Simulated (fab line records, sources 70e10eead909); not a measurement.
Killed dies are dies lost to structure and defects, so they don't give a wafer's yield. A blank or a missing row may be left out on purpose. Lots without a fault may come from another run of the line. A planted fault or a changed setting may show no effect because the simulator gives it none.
Chamber matching | flow nand_harc | NHARC_A_CHANNEL_FILL_D1_ALD_25 on ald_hk-03: 4 sister chambers
The step deposits SiOx, target thk 60 nm, pulse time 10 s, ald cycles 600. 4 wafers are shown with their chamber, then 7 later ones without.

WAFERS WITH THEIR CHAMBER
wafer  | chamber | heater_power_w (W)
L084.6 | 1       | 416
L086.4 | 3       | 462
L086.3 | 2       | 495
L088.5 | 0       | 508

WAFERS WITHOUT THEIR CHAMBER
wafer  | heater_power_w (W)
L088.6 | 435
L094.1 | 427
L094.3 | 526
L094.4 | 461
L096.2 | 490
L096.5 | 495
L096.6 | 436

WHICH CHAMBER EACH WENT THROUGH
wafer  | from the rows above          | in truth
L088.6 | can't be placed: 1 or 3      | 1
L094.1 | can't be placed: 1 or 3      | 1
L094.3 | can't be placed: 0 or 2      | 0
L094.4 | 3                            | 3
L096.2 | can't be placed: 2 or 0 or 3 | 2
L096.5 | can't be placed: 2 or 0      | 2
L096.6 | can't be placed: 1 or 3      | 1
Placed correctly: 1 of 7. Can't be placed from these rows: 6 (the true chamber is among the candidates in 6). Placed wrongly: 0.
How it was worked out, from the rows above alone: a wafer's distance from a chamber is the root of the sum, over the readings, of the square of ((its reading less the chamber's mean) divided by the reading's scatter). The wafer belongs to the nearest chamber; if the next one is less than 2 further off, it can't be placed. A chamber's mean is the mean of its shown wafers. The scatter: with one shown wafer a chamber, the root of the mean of the squares of how far each hidden wafer lies from its nearest shown one.
